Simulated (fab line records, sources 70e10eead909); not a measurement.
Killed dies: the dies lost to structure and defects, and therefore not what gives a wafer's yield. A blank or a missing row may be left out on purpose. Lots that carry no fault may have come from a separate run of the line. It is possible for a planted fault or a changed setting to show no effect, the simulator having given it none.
fab line records    flow nand_harc
[record] lots = 13  wafers = 39  last_day = 33
route steps=1302 shown A_M1@1190 A_BONDPAD@1204 END@1302
lots untouched by any fault: they come from a run of this same line in which no faults occurred
start_h: hours from the record's opening day to when the first of the lot's shown wafers began    wait_h: hours since the lot's step before    " unchanged from the row above    L1.1+2: a row that stands for several wafers    - no value, or no start given    * or withheld: withheld    < > ~ a bound
route shown NAME@n: NAME is a module with steps in the file, n the number in the route of the first one    usual: average and standard deviation across the fault-free wafers    same: alike in all rows    chamber/n: place in a boat    sites: the reading at each site    _std_site: how widely they spread, as a standard deviation    _edge_site: outer sites' mean less inner sites'    radius_mm: how far each site lies from the wafer's centre    mask NAME#n: copy n    behind: the tool/chamber that last shaped the wafer    hold: the reason the lot was held/the length of the hold in hours/how it ended    device: transistor that didn't switch, given as n, p or np    end of line: the same wafers' tests at the end of the route    for a step that has no rows: nothing shown but its recipe    killed: at the first sort, the dies lost to defects and structure; wafer yield is something else    map: shows each die of a wafer: x if killed, . if not, _ if none is there
set.NAME: the run value of the setting; set.NAME@STEP: its run value at that earlier step    model.NAME: the simulator's own value behind a step, which no gauge read
steps of the route over a sample of lots; a table a step, a row a wafer
services: the hour from which a tool's chamber was out of use, counted from the record's first day as start_h (under 0 if before that day), plus the number of hours and why
[[steps]]
[step NHARC_A_M1_PRE_CLEAN_30]
[recipe] time_s = 30  temp_c = 280  gas = H2/He
[usual] heater_power_w = 407/36
lot.wafer  tool            chamber  start_h  wait_h  heater_power_w
L461.2     pvd_sputter-01  -        -        -       444
L461.1     "               -        "        "       365
L461.4     "               -        "        "       410
L465.3     pvd_sputter-01  -        -        -       482
L465.1     "               -        "        "       438
L465.5     "               -        "        "       491
L469.1     pvd_sputter-02  -        -        -       412
L469.4     "               -        "        "       380
L469.6     "               -        "        "       387
L467.3     pvd_sputter-01  -        -        -       438
L467.1     "               -        "        "       470
L467.5     "               -        "        "       419
L476.3     pvd_sputter-02  -        -        -       415
L476.1     "               -        "        "       345
L476.6     "               -        "        "       370
L477.3     pvd_sputter-01  -        -        -       396
L477.1     "               -        "        "       466
L477.5     "               -        "        "       391
L478.3     pvd_sputter-02  -        -        -       344
L478.4     "               -        "        "       401
L478.6     "               -        "        "       428
L480.3     pvd_sputter-02  -        -        -       412
L480.1     "               -        "        "       374
L480.2     "               -        "        "       415
L481.1     pvd_sputter-03  -        -        -       373
L481.2     "               -        "        "       405
L481.4     "               -        "        "       414
L479.3     pvd_sputter-02  -        -        -       414
L479.2     "               -        "        "       422
L479.1     "               -        "        "       373
L482.2     pvd_sputter-01  -        -        -       416
L482.3     "               -        "        "       405
L482.6     "               -        "        "       425
L484.3     pvd_sputter-01  -        -        -       392
L484.2     "               -        "        "       462
L484.6     "               -        "        "       403
L483.2     pvd_sputter-03  -        -        -       423
L483.1     "               -        "        "       367
L483.6     "               -        "        "       417
[step NHARC_A_M1_PVD_21]
[recipe] target_thk_a = 300  chamber_pressure_pa = 5  power_w = 5000  substrate_temp_c = 30  time_s = 20.49  material = Cu
[usual] cathode_dc_power_W = 5000.0/0.93  substrate_temp_c = 30.01/0.12  throttle_valve_pct = 30.0/0.83
lot.wafer  tool            chamber  start_h  wait_h  cathode_dc_power_W  substrate_temp_c  throttle_valve_pct
L461.2     pvd_sputter-01  -        -        -       5000.9              30.04             30.3
L461.1     "               -        "        "       5000.0              29.84             30.1
L461.4     "               -        "        "       5001.4              30.24             29.4
L465.1     pvd_sputter-01  -        -        -       4999.4              29.97             29.1
L465.3     "               -        "        "       4998.9              30.03             29.1
L465.5     "               -        "        "       4999.6              30.09             29.1
L469.1     pvd_sputter-02  -        -        -       4998.6              29.85             31.5
L469.4     "               -        "        "       5000.2              29.88             31.0
L469.6     "               -        "        "       4999.0              30.11             29.5
L467.3     pvd_sputter-01  -        -        -       5001.0              30.11             29.1
L467.1     "               -        "        "       5000.4              30.07             30.4
L467.5     "               -        "        "       4999.9              29.95             30.1
L476.1     pvd_sputter-02  -        -        -       4997.3              29.96             30.0
L476.3     "               -        "        "       4999.6              29.96             30.2
L476.6     "               -        "        "       5000.6              30.24             31.8
L477.1     pvd_sputter-01  -        -        -       4998.5              29.77             30.2
L477.3     "               -        "        "       5001.9              29.92             30.6
L477.5     "               -        "        "       4999.1              29.71             30.3
L478.3     pvd_sputter-02  -        -        -       5000.2              30.08             29.0
L478.4     "               -        "        "       5000.1              29.96             31.9
L478.6     "               -        "        "       5000.7              30.04             28.9
L480.2     pvd_sputter-02  -        -        -       5002.2              30.05             29.1
L480.1     "               -        "        "       5000.1              30.12             31.7
L480.3     "               -        "        "       4999.6              30.01             29.6
L481.4     pvd_sputter-03  -        -        -       5000.1              30.04             30.0
L481.2     "               -        "        "       4999.5              30.00             29.6
L481.1     "               -        "        "       5000.0              29.96             28.6
L479.1     pvd_sputter-02  -        -        -       5000.9              29.96             28.9
L479.2     "               -        "        "       4999.2              29.85             29.5
L479.3     "               -        "        "       5000.1              30.04             30.4
L482.3     pvd_sputter-01  -        -        -       4998.9              29.96             29.3
L482.2     "               -        "        "       4999.3              29.87             29.8
L482.6     "               -        "        "       5001.2              29.87             29.4
L484.2     pvd_sputter-01  -        -        -       4999.9              30.05             30.4
L484.3     "               -        "        "       4999.8              29.95             30.1
L484.6     "               -        "        "       4999.7              29.84             29.8
L483.1     pvd_sputter-03  -        -        -       4999.7              29.92             29.8
L483.2     "               -        "        "       4998.4              30.00             28.8
L483.6     "               -        "        "       5000.7              29.99             29.5
[step NHARC_A_BONDPAD_THK_MEAS_30]
[recipe] thk_meas_gauge = ellipsometry
[usual] thk_nm = 200.4/1.7
lot.wafer  tool           chamber  start_h  wait_h  thk_nm
L461.1     film_metro-02  -        516.67   0.2     199.8
L461.2     "              -        "        "       197.6
L461.4     "              -        "        "       200.3
L465.1     film_metro-01  -        562.24   0.2     201.6
L465.3     "              -        "        "       202.7
L465.5     "              -        "        "       202.0
L469.1     film_metro-01  -        605.02   0.2     200.0
L469.4     "              -        "        "       201.7
L469.6     "              -        "        "       202.9
L467.1     film_metro-02  -        607.78   0.2     202.2
L467.3     "              -        "        "       203.5
L467.5     "              -        "        "       200.7
L476.1     film_metro-02  -        675.52   0.2     199.1
L476.3     "              -        "        "       202.5
L476.6     "              -        "        "       201.9
L477.1     film_metro-02  -        677.64   0.1     198.8
L477.3     "              -        "        "       201.0
L477.5     "              -        "        "       200.0
L478.3     film_metro-02  -        703.34   0.2     200.8
L478.4     "              -        "        "       199.2
L478.6     "              -        "        "       199.6
L480.1     film_metro-02  -        714.50   0.2     200.7
L480.2     "              -        "        "       199.2
L480.3     "              -        "        "       200.4
L481.1     film_metro-01  -        721.09   0.2     200.7
L481.2     "              -        "        "       200.0
L481.4     "              -        "        "       199.3
L479.1     film_metro-02  -        721.44   0.2     200.4
L479.2     "              -        "        "       200.4
L479.3     "              -        "        "       201.1
L482.2     film_metro-01  -        730.91   0.2     197.5
L482.3     "              -        "        "       201.0
L482.6     "              -        "        "       199.2
L484.2     film_metro-01  -        747.46   0.2     198.9
L484.3     "              -        "        "       203.1
L484.6     "              -        "        "       202.9
L483.1     film_metro-02  -        748.81   0.2     202.9
L483.2     "              -        "        "       201.3
L483.6     "              -        "        "       201.3
[step NHARC_A_BONDPAD_ETCH_34]
[recipe] target_depth_a = 600  overetch_a = 180  time_s = 65.91  ion_energy_ev = 200  n2_flow_sccm = 150  h2_flow_sccm = 150  ar_flow_sccm = 0  rf_w = 400  bias_w = 150  chemistry = N2/H2
[usual] drypump_motor_current_A = 5.7/0.47  oes_product_au = 1.002/0.0092  rf_vpp_V = 430/3.2  showerhead_plenum_p_Torr = 2.01/0.11  throttle_valve_pct = 14.172/0.0094
lot.wafer  tool         chamber  start_h  wait_h  drypump_motor_current_A  oes_product_au  rf_hours_counter_h  rf_vpp_V  showerhead_plenum_p_Torr  throttle_valve_pct
L461.1     rie_diel-03  3        517.53   0.1     5.7                      1.004           2                   429       1.96                      14.182
L461.2     "            1        "        "       5.2                      1.012           2                   425       1.89                      14.156
L461.4     "            2        "        "       5.0                      0.994           2                   427       1.91                      14.179
L465.1     rie_diel-05  2        563.11   0.1     5.7                      0.994           24                  436       2.21                      14.152
L465.3     "            0        "        "       5.4                      0.993           21                  433       2.17                      14.158
L465.5     "            2        "        "       5.8                      0.992           -                   435       2.21                      14.180
L469.1     rie_diel-05  2        605.89   0.1     5.7                      1.014           1                   434       2.21                      14.161
L469.4     "            0        "        "       5.4                      0.826           1                   434       2.17                      14.172
L469.6     "            2        "        "       5.7                      1.017           -                   436       2.21                      14.166
L467.3     rie_diel-05  0        608.52   0.1     5.5                      0.838           1                   432       2.17                      14.169
L467.1     "            1        "        "       6.6                      0.993           1                   434       2.15                      14.184
L467.5     "            3        "        "       5.8                      0.996           -                   431       2.07                      14.176
L476.1     rie_diel-06  1        676.26   0.1     5.7                      1.013           2                   429       2.01                      14.178
L476.3     "            2        "        "       5.0                      1.006           2                   434       2.15                      14.183
L476.6     "            1        "        "       5.7                      1.003           -                   429       2.01                      14.161
L477.3     rie_diel-05  1        678.38   0.1     6.6                      1.001           15                  433       2.15                      14.151
L477.1     "            0        "        "       5.4                      1.006           14                  433       2.16                      14.180
L477.5     "            2        "        "       5.7                      1.001           -                   435       2.20                      14.164
L478.4     rie_diel-03  3        704.08   0.1     5.7                      1.009           2                   426       1.95                      14.170
L478.3     "            0        "        "       6.2                      0.996           2                   427       1.96                      14.173
L478.6     "            2        "        "       5.0                      0.994           -                   426       1.91                      14.167
L480.2     rie_diel-03  1        715.27   0.1     5.3                      1.005           2                   428       1.89                      14.164
L480.3     "            2        "        "       5.0                      0.999           2                   428       1.91                      14.166
L480.1     "            3        "        "       5.7                      1.016           2                   428       1.95                      14.155
L481.1     rie_diel-03  2        721.83   0.1     5.1                      0.990           2                   427       1.91                      14.168
L481.4     "            3        "        "       5.8                      1.005           2                   427       1.95                      14.166
L481.2     "            0        "        "       6.2                      0.982           2                   426       1.96                      14.176
L479.2     rie_diel-05  0        722.32   0.1     5.5                      1.015           24                  434       2.16                      14.166
L479.3     "            2        "        "       5.7                      0.999           28                  434       2.20                      14.163
L479.1     "            3        "        "       5.9                      1.001           25                  432       2.06                      14.172
L482.2     rie_diel-03  0        731.79   0.1     6.2                      0.993           3                   429       1.96                      14.169
L482.3     "            2        "        "       5.0                      0.996           3                   427       1.91                      14.176
L482.6     "            3        "        "       5.7                      1.006           -                   429       1.95                      14.183
L484.3     rie_diel-06  1        748.32   0.1     5.7                      1.007           24                  430       2.00                      14.171
L484.2     "            3        "        "       5.9                      1.007           25                  428       1.93                      14.173
L484.6     "            1        "        "       5.7                      1.003           -                   430       2.00                      14.175
L483.1     rie_diel-05  3        749.68   0.1     5.8                      1.005           29                  430       2.06                      14.180
L483.2     "            0        "        "       5.4                      1.006           27                  435       2.16                      14.179
L483.6     "            2        "        "       5.7                      1.013           -                   437       2.20                      14.152
[step NHARC_END_SORT_01]
[recipe] temp_c = 25
[usual] defect_limited_yield = 91.1/2.9  killed_at_array = 55/20  killed_at_other = 1.1/1.2  killed_at_periphery = 3.8/2.8  killed_dies = 60/19  killed_open = 3.4/1.9  killed_short = 2.2/1.5
[same] gross_dies = 677
lot.wafer  tool       chamber  start_h  wait_h  defect_limited_yield[%]  killed_at_array  killed_at_other  killed_at_periphery  killed_dies  killed_open  killed_short
L461.1     prober-01  0        547.17   2.5     93.4                     40               1                4                    45           4            2
L461.2     prober-01  0        547.98   2.8     91.3                     55               2                2                    59           2            3
L461.4     prober-01  0        549.58   3.4     92.5                     46               2                3                    51           2            2
L469.1     prober-01  0        633.22   2.5     84.2                     104              0                3                    107          1            4
L469.4     prober-01  0        635.65   3.4     87.4                     82               1                2                    85           4            2
L469.6     prober-01  0        637.28   4.1     83.9                     108              1                0                    109          5            1
L478.3     prober-01  0        737.10   3.1     89.5                     59               2                10                   71           3            6
L478.4     prober-01  0        737.90   3.4     91.7                     45               2                9                    56           1            4
L478.6     prober-01  0        739.51   4.0     92.5                     42               3                6                    51           3            1
L481.1     prober-01  0        751.88   2.5     89.4                     65               1                6                    72           6            1
L481.2     prober-01  0        752.69   2.8     89.1                     66               1                7                    74           5            1
L481.4     prober-01  0        754.31   3.4     90.0                     58               2                8                    68           6            3
L479.1     prober-01  0        759.72   2.5     92.6                     46               2                2                    50           3            3
L479.2     prober-01  0        760.52   2.8     90.8                     59               1                2                    62           5            2
L479.3     prober-01  0        761.33   3.1     92.3                     46               0                6                    52           3            1
L484.2     prober-01  0        781.38   2.8     89.4                     66               5                1                    72           5            3
L484.3     prober-01  0        782.18   3.1     90.0                     64               2                2                    68           3            3
L484.6     prober-01  0        784.57   4.0     90.3                     63               3                0                    66           2            0
// killed by level:class
L461.1 A_CHANNEL_HOLE_D1:chamber_film_flake=27 A_CHANNEL_HOLE_D2:chamber_film_flake=5 A_CHANNEL_FILL_D2:chamber_film_flake=2 A_STAIRCASE:chamber_film_flake=2 P_STI:geometric_particle:short=1 P_M0:geometric_particle:open=1 P_M0:geometric_particle:short=1 A_SOURCE_PLATE:geometric_particle:open=1
L461.2 A_CHANNEL_HOLE_D1:chamber_film_flake=34 A_CHANNEL_HOLE_D2:chamber_film_flake=6 A_CONTACT:chamber_film_flake=6 A_CHANNEL_FILL_D1:geometric_particle:short=2 THIN_TSV:chamber_film_flake=2 A_CHANNEL_FILL_D2:chamber_film_flake=2 A_WL_FILL:chamber_film_flake=2 A_ONON_D2:geometric_particle:open=1
L461.4 A_CHANNEL_HOLE_D1:chamber_film_flake=26 A_CONTACT:chamber_film_flake=6 A_CHANNEL_HOLE_D2:chamber_film_flake=4 P_CONTACT:chamber_film_flake=2 A_CHANNEL_FILL_D2:chamber_film_flake=2 A_STAIRCASE:chamber_film_flake=2 THIN_TSV:chamber_film_flake=2 P_M2:geometric_particle:open=1
L469.1 A_CHANNEL_HOLE_D2:chamber_film_flake=34 A_SLIT:chamber_film_flake=32 A_CHANNEL_HOLE_D1:chamber_film_flake=22 A_CONTACT:chamber_film_flake=7 A_STAIRCASE:chamber_film_flake=3 A_DECK1_JOINT:geometric_particle:short=2 A_CHANNEL_FILL_D2:chamber_film_flake=2 P_GATE:geometric_particle:open=1
L469.4 A_SLIT:chamber_film_flake=31 A_CHANNEL_HOLE_D2:chamber_film_flake=22 A_CHANNEL_HOLE_D1:chamber_film_flake=19 A_CONTACT:chamber_film_flake=3 P_CONTACT:geometric_particle:open=1 A_CHANNEL_FILL_D1:geometric_particle:short=1 A_DECK1_JOINT:geometric_particle:open=1 A_CHANNEL_HOLE_D2:geometric_particle:open=1
L469.6 A_CHANNEL_HOLE_D1:chamber_film_flake=33 A_CHANNEL_HOLE_D2:chamber_film_flake=31 A_SLIT:chamber_film_flake=28 A_CONTACT:chamber_film_flake=5 A_M0:geometric_particle:open=2 A_STAIRCASE:chamber_film_flake=2 A_WL_FILL:chamber_film_flake=2 A_DECK1_JOINT:geometric_particle:short=1
L478.3 A_CHANNEL_HOLE_D1:chamber_film_flake=36 A_SLIT:chamber_film_flake=8 A_CONTACT:chamber_film_flake=5 P_ZERO_WELL:chamber_film_flake=2 P_STI:chamber_film_flake=2 P_CONTACT:chamber_film_flake=2 A_WL_FILL:chamber_film_flake=2 THIN_TSV:chamber_film_flake=2
L478.4 A_CHANNEL_HOLE_D1:chamber_film_flake=27 A_SLIT:chamber_film_flake=7 P_ZERO_WELL:chamber_film_flake=4 A_CONTACT:chamber_film_flake=4 P_GATE:chamber_film_flake=3 A_WL_FILL:geometric_particle:short=2 THIN_TSV:chamber_film_flake=2 A_ONON_D1:geometric_particle:short=1
L478.6 A_CHANNEL_HOLE_D1:chamber_film_flake=30 A_SLIT:chamber_film_flake=7 P_GATE:chamber_film_flake=2 P_BONDPAD:chamber_film_flake=2 A_WL_FILL:chamber_film_flake=2 THIN_TSV:chamber_film_flake=2 P_M0:geometric_particle:open=1 A_ONON_D1:geometric_particle:open=1
L481.1 A_SLIT:chamber_film_flake=24 A_CHANNEL_HOLE_D2:chamber_film_flake=16 A_CHANNEL_HOLE_D1:chamber_film_flake=9 A_CONTACT:chamber_film_flake=8 P_M0:chamber_film_flake=3 P_CONTACT:geometric_particle:open=1 P_M1:geometric_particle:open=1 A_ONON_D1:geometric_particle:short=1
L481.2 A_SLIT:chamber_film_flake=20 A_CHANNEL_HOLE_D2:chamber_film_flake=17 A_CHANNEL_HOLE_D1:chamber_film_flake=8 A_CONTACT:chamber_film_flake=7 A_STAIRCASE:chamber_film_flake=6 P_M0:chamber_film_flake=5 A_M0:geometric_particle:open=2 A_CHANNEL_FILL_D1:chamber_film_flake=2
L481.4 A_SLIT:chamber_film_flake=21 A_CHANNEL_HOLE_D2:chamber_film_flake=15 A_CHANNEL_HOLE_D1:chamber_film_flake=10 P_M0:chamber_film_flake=4 A_M0:geometric_particle:open=3 A_WL_FILL:geometric_particle:short=2 P_GATE:chamber_film_flake=2 A_CONTACT:chamber_film_flake=2
L479.1 A_CHANNEL_HOLE_D2:chamber_film_flake=23 A_CHANNEL_HOLE_D1:chamber_film_flake=8 A_SLIT:chamber_film_flake=5 A_CONTACT:chamber_film_flake=4 A_CHANNEL_FILL_D2:geometric_particle:short=2 THIN_TSV:chamber_film_flake=2 P_M0:geometric_particle:open=1 A_ONON_D2:geometric_particle:short=1
L479.2 A_CHANNEL_HOLE_D2:chamber_film_flake=26 A_CHANNEL_HOLE_D1:chamber_film_flake=9 A_SLIT:chamber_film_flake=6 A_STAIRCASE:chamber_film_flake=4 A_ZERO_WELL:chamber_film_flake=2 A_CHANNEL_FILL_D2:chamber_film_flake=2 A_WL_FILL:chamber_film_flake=2 A_CONTACT:chamber_film_flake=2
L479.3 A_CHANNEL_HOLE_D2:chamber_film_flake=21 A_CHANNEL_HOLE_D1:chamber_film_flake=9 A_SLIT:chamber_film_flake=6 P_GATE:chamber_film_flake=4 A_CONTACT:chamber_film_flake=4 A_ZERO_WELL:chamber_film_flake=2 P_CONTACT:geometric_particle:short=1 A_CHANNEL_HOLE_D2:geometric_particle:open=1
L484.2 A_CHANNEL_HOLE_D2:chamber_film_flake=19 A_CHANNEL_HOLE_D1:chamber_film_flake=15 A_SLIT:chamber_film_flake=14 THIN_TSV:chamber_film_flake=5 A_STAIRCASE:chamber_film_flake=5 A_CONTACT:chamber_film_flake=5 P_STI:geometric_particle:short=1 A_ONON_D1:geometric_particle:open=1
L484.3 A_SLIT:chamber_film_flake=22 A_CHANNEL_HOLE_D1:chamber_film_flake=12 A_CHANNEL_HOLE_D2:chamber_film_flake=10 A_CONTACT:chamber_film_flake=8 A_STAIRCASE:chamber_film_flake=4 A_WL_FILL:geometric_particle:short=2 A_DECK1_JOINT:chamber_film_flake=2 THIN_TSV:chamber_film_flake=2
L484.6 A_CHANNEL_HOLE_D2:chamber_film_flake=22 A_SLIT:chamber_film_flake=21 A_CHANNEL_HOLE_D1:chamber_film_flake=12 A_CONTACT:chamber_film_flake=4 THIN_TSV:chamber_film_flake=3 A_CHANNEL_FILL_D2:geometric_particle:open=1 A_BLC:geometric_particle:open=1 A_CHANNEL_FILL_D1:chamber_film_flake=1
[[services]]
tool            chamber  start_h  hours  kind
rie_diel-06     3        496.22   11.6   repair
rie_diel-05     0        513.68   -      clean
rie_diel-05     1        513.68   -      clean
rie_diel-05     2        513.68   -      clean
rie_diel-05     3        513.68   -      clean
pvd_sputter-03  -        526.04   10.0   pm
rie_diel-05     0        538.18   -      clean
rie_diel-05     -        552.11   0.1    repair
rie_diel-06     3        554.15   5.6    repair
pvd_sputter-01  -        571.49   10.4   repair
pvd_sputter-01  -        582.92   10.0   pm
rie_diel-05     -        583.82   9.0    pm
rie_diel-03     2        601.13   2.0    repair
rie_diel-03     -        635.30   9.0    pm
pvd_sputter-03  -        637.47   4.3    repair
pvd_sputter-02  -        638.96   10.0   pm
rie_diel-06     -        661.27   9.0    pm
rie_diel-05     1        666.27   8.2    repair
pvd_sputter-02  -        683.60   11.2   repair
pvd_sputter-03  -        704.04   10.0   pm
pvd_sputter-01  -        710.34   7.1    repair
rie_diel-06     3        716.09   3.7    repair
rie_diel-06     0        719.90   6.0    repair
pvd_sputter-02  -        727.74   30.5   repair
[[key]]
[first_sign] step = NHARC_A_BONDPAD_ETCH_34  reading = oes_product_au  direction = down  sigmas = 18  usual = 1.002  struck = 0.832
effect none on later readings
met_at NHARC_A_BONDPAD_ETCH_34
struck_lots L467,L469
struck_wafers L467.3,L469.4
not_acting_at NHARC_A_M1_PRE_CLEAN_30,NHARC_A_M1_PVD_21,NHARC_A_BONDPAD_THK_MEAS_30
onset_between 563.11 605.89
[fault] kind = process_parameter_drift  tool = rie_diel-05  chamber = 0  onset_h = 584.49  steps = NHARC_A_BONDPAD_ETCH_34  channel = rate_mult  offset = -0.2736  shape = step  end_h = 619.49
